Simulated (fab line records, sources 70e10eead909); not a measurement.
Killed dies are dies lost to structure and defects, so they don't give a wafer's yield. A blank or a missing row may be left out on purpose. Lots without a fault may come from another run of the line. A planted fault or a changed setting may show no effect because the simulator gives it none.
fab line records | flow nand_harc | part 2 of 2: steps 29 to 39 of 39
record lots=5 wafers=15 last_day=32
route steps=1302 shown A_SOURCE_PLATE@418 A_ONON_D1@424 A_CHANNEL_HOLE_D1@450
lots that met no fault: from a run of the same line without faults
start_h: hours from the record's first day to the start of the lot's first wafer shown | wait_h: hours since the lot's step before | " the same as in the row above | L1.1+2: a row that stands for several wafers | - no value, or no start given | * or withheld: withheld | < > ~ a bound
route shown NAME@n: a module of which the file shows steps, and the number in the route of the first | usual: mean/standard deviation of fault-free wafers | same: alike in all rows | chamber/n: place in a boat | sites: the reading at each site | _std_site: their standard deviation | _edge_site: outer sites' mean less inner sites' | radius_mm: how far each site lies from the wafer's centre | mask NAME#n: copy n | behind: the tool/chamber that last shaped the wafer | hold: why the lot was held/for how many hours/how that ended | device: the transistor (n, p or np) that didn't switch | end of line: the same wafers' tests at the end of the route | a step without rows: its recipe alone | killed: dies lost to structure and defects at the first sort, not the wafer's yield | map: a wafer's dies, x killed, . not, _ none there
set.NAME: the setting as run; set.NAME@STEP: as run at that earlier step | model.NAME: the simulator's own value behind a step, which no gauge read
lots at some steps of the route; a table a step, a row a wafer
services: from which hour (start_h, from the record's first day; less than 0 if before it) a tool's chamber was out of use, for how many hours, and why
## steps
# step NHARC_A_CHANNEL_HOLE_D1_DEP_00
# recipe target_thk_a=31000 temp_c=400 material=aC
# usual throttle_valve_pct=34.999/0.01
# columns lot.wafer tool chamber start_h wait_h throttle_valve_pct
L076.2 acl_dep-02 0 203.89 3.3 34.981
L076.5 " 0 " " 35.003
L076.6 " 0 " " 34.988
L079.1 acl_dep-02 0 229.88 0.1 35.006
L079.2 " 0 " " 34.992
L079.5 " 0 " " 35.001
L080.2 acl_dep-01 0 230.24 0.4 35.009
L080.3 " 0 " " 34.990
L080.4 " 0 " " 35.004
L087.1 acl_dep-01 0 301.56 0.1 35.012
L087.2 " 0 " " 34.996
L087.6 " 0 303.13 1.7 35.009
L094.3 acl_dep-02 0 382.51 3.0 35.002
L094.5 " 0 " " 34.990
L094.6 " 0 " " 34.991
# step NHARC_A_CHANNEL_HOLE_D1_DEP_01
# recipe target_thk_a=1400 target_thk_nm=140 temp_c=400 pressure_torr=3.5 flow_sccm=200 rf_w=350 material=SiON
# usual heater_power_w=758/91
# columns lot.wafer tool chamber start_h wait_h heater_power_w
L076.2 pecvd-02 0 205.50 1.3 793
L076.5 " 1 " " 684
L076.6 " 2 " " 637
L079.2 pecvd-03 0 231.82 1.3 734
L079.1 " 2 " " 721
L079.5 " 2 " " 735
L080.2 pecvd-04 2 231.82 1.3 840
L080.3 " 1 " " 668
L080.4 " 2 " " 852
L087.1 pecvd-03 0 303.49 1.6 697
L087.2 " 1 " " 869
L087.6 " 1 " " 878
L094.3 pecvd-03 1 383.81 1.0 816
L094.6 " 1 " " 809
L094.5 " 2 " " 692
# step NHARC_A_CHANNEL_HOLE_D1_DEHYDRATE_02
# recipe temp_c=150 time_s=120
# usual resist_line_temp_C=22.99/0.1
# columns lot.wafer tool chamber start_h wait_h resist_line_temp_C
L076.2 litho_track-01 0 205.77 0.2 23.15
L076.5 " 0 " " 23.10
L076.6 " 0 " " 23.09
L079.1 litho_track-06 0 232.09 0.2 22.94
L079.2 " 0 " " 22.86
L079.5 " 0 " " 23.00
L080.2 litho_track-01 0 232.10 0.2 22.89
L080.3 " 0 " " 22.95
L080.4 " 0 " " 22.96
L087.1 litho_track-01 0 303.74 0.2 23.10
L087.2 " 0 " " 22.97
L087.6 " 0 " " 22.94
L094.3 litho_track-06 0 384.08 0.2 23.22
L094.5 " 0 " " 23.23
L094.6 " 0 " " 22.99
# step NHARC_A_CHANNEL_HOLE_D1_HMDS_03
# recipe time_s=30
# usual resist_line_temp_C=22.99/0.11
# columns lot.wafer tool chamber start_h wait_h resist_line_temp_C
L076.2 litho_track-01 0 - - 22.99
L076.5 " 0 " " 23.06
L076.6 " 0 " " 22.94
L079.1 litho_track-06 0 - - 22.87
L079.2 " 0 " " 22.84
L079.5 " 0 " " 22.94
L080.2 litho_track-01 0 - - 22.92
L080.3 " 0 " " 22.88
L080.4 " 0 " " 22.90
L087.1 litho_track-01 0 - - 22.99
L087.2 " 0 " " 22.96
L087.6 " 0 " " 22.99
L094.3 litho_track-06 0 - - 23.18
L094.5 " 0 " " 23.17
L094.6 " 0 " " 22.98
# step NHARC_A_CHANNEL_HOLE_D1_COAT_36
# recipe temp_c=260 time_s=75
# usual resist_line_temp_C=23.01/0.11
# columns lot.wafer tool chamber start_h wait_h resist_line_temp_C
L076.2 litho_track-01 0 - - 23.00
L076.5 " 0 " " 23.05
L076.6 " 0 " " 22.97
L079.1 litho_track-06 0 - - 23.05
L079.2 " 0 " " 23.06
L079.5 " 0 " " 22.98
L080.2 litho_track-01 0 - - 22.89
L080.3 " 0 " " 23.01
L080.4 " 0 " " 23.00
L087.1 litho_track-01 0 - - 23.03
L087.2 " 0 " " 22.98
L087.6 " 0 " " 22.95
L094.3 litho_track-06 0 - - 23.00
L094.5 " 0 " " 22.85
L094.6 " 0 " " 23.10
# step NHARC_A_CHANNEL_HOLE_D1_COAT_37
# recipe temp_c=225 time_s=65
# usual resist_line_temp_C=23.00/0.094
# columns lot.wafer tool chamber start_h wait_h resist_line_temp_C
L076.2 litho_track-01 0 - - 23.01
L076.5 " 0 " " 22.91
L076.6 " 0 " " 23.05
L079.1 litho_track-06 0 - - 22.90
L079.2 " 0 " " 23.05
L079.5 " 0 " " 23.00
L080.2 litho_track-01 0 - - 22.91
L080.3 " 0 " " 23.08
L080.4 " 0 " " 23.08
L087.1 litho_track-01 0 - - 22.84
L087.2 " 0 " " 23.14
L087.6 " 0 " " 22.99
L094.3 litho_track-06 0 - - 22.96
L094.5 " 0 " " 23.14
L094.6 " 0 " " 23.19
# step NHARC_A_CHANNEL_HOLE_D1_COAT_04
# recipe spin_rpm=1500 resist_thk_nm=90
# usual resist_line_temp_C=22.99/0.11 spin_speed_rpm=1500.0/0.94
# columns lot.wafer tool chamber start_h wait_h resist_line_temp_C spin_speed_rpm
L076.2 litho_track-01 0 - - 22.95 1500.4
L076.5 " 0 " " 23.11 1499.0
L076.6 " 0 " " 23.10 1500.0
L079.1 litho_track-06 0 - - 22.96 1500.6
L079.2 " 0 " " 23.03 1498.7
L079.5 " 0 " " 23.07 1501.6
L080.2 litho_track-01 0 - - 22.98 1501.1
L080.3 " 0 " " 22.88 1501.0
L080.4 " 0 " " 23.01 1500.5
L087.1 litho_track-01 0 - - 22.88 1499.5
L087.2 " 0 " " 23.02 1499.2
L087.6 " 0 " " 23.06 1499.8
L094.3 litho_track-06 0 - - 23.11 1499.7
L094.5 " 0 " " 22.84 1500.2
L094.6 " 0 " " 22.98 1498.7
# step NHARC_A_CHANNEL_HOLE_D1_SOFTBAKE_05
# recipe temp_c=105 time_s=55
# usual resist_line_temp_C=23.00/0.11
# columns lot.wafer tool chamber start_h wait_h resist_line_temp_C
L076.2 litho_track-01 0 - - 23.16
L076.5 " 0 " " 23.11
L076.6 " 0 " " 22.89
L079.1 litho_track-06 0 - - 23.04
L079.2 " 0 " " 23.15
L079.5 " 0 " " 23.00
L080.2 litho_track-01 0 - - 22.96
L080.3 " 0 " " 23.18
L080.4 " 0 " " 23.10
L087.1 litho_track-01 0 - - 23.05
L087.2 " 0 " " 23.08
L087.6 " 0 " " 23.20
L094.3 litho_track-06 0 - - 22.97
L094.5 " 0 " " 22.96
L094.6 " 0 " " 23.02
# step NHARC_A_CHANNEL_HOLE_D1_EBR_06
# usual resist_line_temp_C=22.99/0.1
# columns lot.wafer tool chamber start_h wait_h resist_line_temp_C
L076.2 litho_track-01 0 - - 22.92
L076.5 " 0 " " 23.17
L076.6 " 0 " " 23.04
L079.1 litho_track-06 0 - - 22.79
L079.2 " 0 " " 22.90
L079.5 " 0 " " 22.81
L080.2 litho_track-01 0 - - 23.03
L080.3 " 0 " " 22.98
L080.4 " 0 " " 23.14
L087.1 litho_track-01 0 - - 22.95
L087.2 " 0 " " 22.82
L087.6 " 0 " " 22.95
L094.3 litho_track-06 0 - - 22.86
L094.5 " 0 " " 22.75
L094.6 " 0 " " 22.95
# step NHARC_A_CHANNEL_HOLE_D1_EXPOSE_07
# recipe na=1.35 target_cd_nm=100 sigma_outer=0.3 dose_mj=59.65 mask_id=HOLE_D1
# same na=1.35 sigma_outer=0.3
# columns lot.wafer tool chamber start_h wait_h mask
L076.2+5+6 arfi_scanner-03 0 206.08 - HOLE_D1#0
L079.1+2+5 arfi_scanner-01 0 232.27 - HOLE_D1#0
L080.2+3+4 arfi_scanner-02 0 232.43 - HOLE_D1#0
L087.1+2+6 arfi_scanner-02 0 304.05 - HOLE_D1#0
L094.3+5+6 arfi_scanner-01 0 384.40 - HOLE_D1#0
# step NHARC_A_CHANNEL_HOLE_D1_PEB_08
# recipe peb_temp_c=100 peb_time_s=65
# usual resist_line_temp_C=23.00/0.12
# same peb_time_s=65
# columns lot.wafer tool chamber start_h wait_h resist_line_temp_C
L076.2 litho_track-06 0 206.14 0.1 23.04
L076.5 " 0 " " 23.04
L076.6 " 0 " " 23.09
L079.1 litho_track-06 0 232.33 0.1 23.10
L079.2 " 0 " " 23.21
L079.5 " 0 " " 22.93
L080.2 litho_track-01 0 232.49 0.1 23.15
L080.3 " 0 " " 23.07
L080.4 " 0 " " 23.13
L087.1 litho_track-04 0 304.11 0.1 23.12
L087.2 " 0 " " 23.08
L087.6 " 0 " " 23.11
L094.3 litho_track-06 0 384.46 0.0 23.09
L094.5 " 0 " " 23.07
L094.6 " 0 " " 23.12
## services
# columns tool chamber start_h hours kind
litho_track-01 - 155.00 7.0 pm
acl_dep-01 - 161.05 9.4 repair
pecvd_onon-04 - 168.16 0.8 repair
arfi_scanner-01 - 168.65 2.8 repair
pecvd-03 - 173.10 0.3 repair
litho_track-06 - 179.00 7.0 pm
pecvd_onon-02 - 185.00 13.0 pm
pecvd-03 - 185.16 13.0 pm
acl_dep-01 - 190.78 13.0 pm
pecvd_onon-02 - 201.39 1.7 repair
lpcvd_poly-02 - 206.47 26.0 pm
arfi_scanner-02 - 209.37 0.8 repair
arfi_scanner-02 - 245.59 1.2 repair
acl_dep-02 - 248.74 13.0 pm
pecvd-04 - 269.00 13.0 pm
pecvd_onon-01 - 269.23 13.0 pm
pecvd-03 - 290.41 0.9 repair
furnace-06 - 308.20 3.1 repair
pecvd_onon-04 - 311.18 13.0 pm
pecvd-04 0 320.02 22.8 repair
litho_track-01 - 330.00 7.0 pm
litho_track-06 - 354.00 7.0 pm
pecvd_onon-02 - 366.00 13.0 pm
pecvd-03 - 366.16 13.0 pm
